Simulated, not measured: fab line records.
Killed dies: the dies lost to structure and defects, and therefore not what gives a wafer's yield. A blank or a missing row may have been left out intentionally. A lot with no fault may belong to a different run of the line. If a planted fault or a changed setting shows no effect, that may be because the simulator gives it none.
Chamber matching	flow nand-harc	rie-diel-03 running NHARC_A_BONDPAD_ETCH_24: 4 sister chambers
The step etches the open film in CF4/N2, target depth 30 nm, time 72.99 s. 16 wafers are shown with their chamber, then 7 later ones without.

WAFERS WITH THEIR CHAMBER
wafer	chamber	showerhead-plenum-p-Torr (Torr)	rf-vpp-V (V)	oes-product-au (a.u.)
L806.2	0	2.63	313.7	0.995
L806.5	3	2.77	315.0	1.017
L806.6	2	2.46	311.4	0.992
L804.2	0	2.63	314.2	1.000
L804.3	1	2.58	313.9	0.988
L804.6	1	2.58	314.0	0.987
L809.1	3	2.77	316.5	1.003
L809.2	1	2.58	312.8	0.989
L820.2	2	2.46	311.7	1.004
L820.3	0	2.63	313.6	0.985
L820.6	1	2.58	313.2	0.997
L821.2	2	2.46	312.8	0.995
L821.5	0	2.63	314.2	0.974
L821.6	2	2.46	311.5	0.999
L822.1	0	2.63	313.5	0.989
L822.2	3	2.76	316.7	0.993

SIGNATURES (averages over the wafers above)
reading	chamber 0	chamber 1	chamber 2	chamber 3	scatter within a chamber
showerhead-plenum-p-Torr	2.6300	2.5800	2.4600	2.7667	0.00236
rf-vpp-V	313.840	313.475	311.850	316.067	0.607
oes-product-au	0.98860	0.99025	0.99750	1.00433	0.00832
Rule: for a wafer and a chamber, the distance is found by dividing, reading by reading, the gap between the wafer's reading and the chamber's mean by the reading's scatter, squaring, summing and taking the root. The wafer belongs to the nearest chamber; if the next one is less than 2 further off, it can't be placed. How the scatter is found: for the shown wafers, subtract from each reading the mean of its chamber, square and add these, divide the total by (wafers less chambers), then take the root.

WAFERS WHOSE CHAMBER IS MISSING
wafer	showerhead-plenum-p-Torr (Torr)	rf-vpp-V (V)	oes-product-au (a.u.)
L822.4	2.46	312.1	0.997
L823.2	2.63	315.1	0.983
L823.3	2.76	317.4	0.993
L823.4	2.46	312.0	0.996
L825.4	2.76	316.4	0.989
L825.5	2.46	312.7	0.984
L825.6	2.58	314.1	0.989

EACH ONE'S CHAMBER
wafer	from the rows above	in truth
L822.4	2	2
L823.2	0	0
L823.3	3	3
L823.4	2	2
L825.4	3	3
L825.5	2	2
L825.6	1	1
Placed correctly: 7 of 7. Not placeable from these rows: 0. Number placed wrongly: 0.
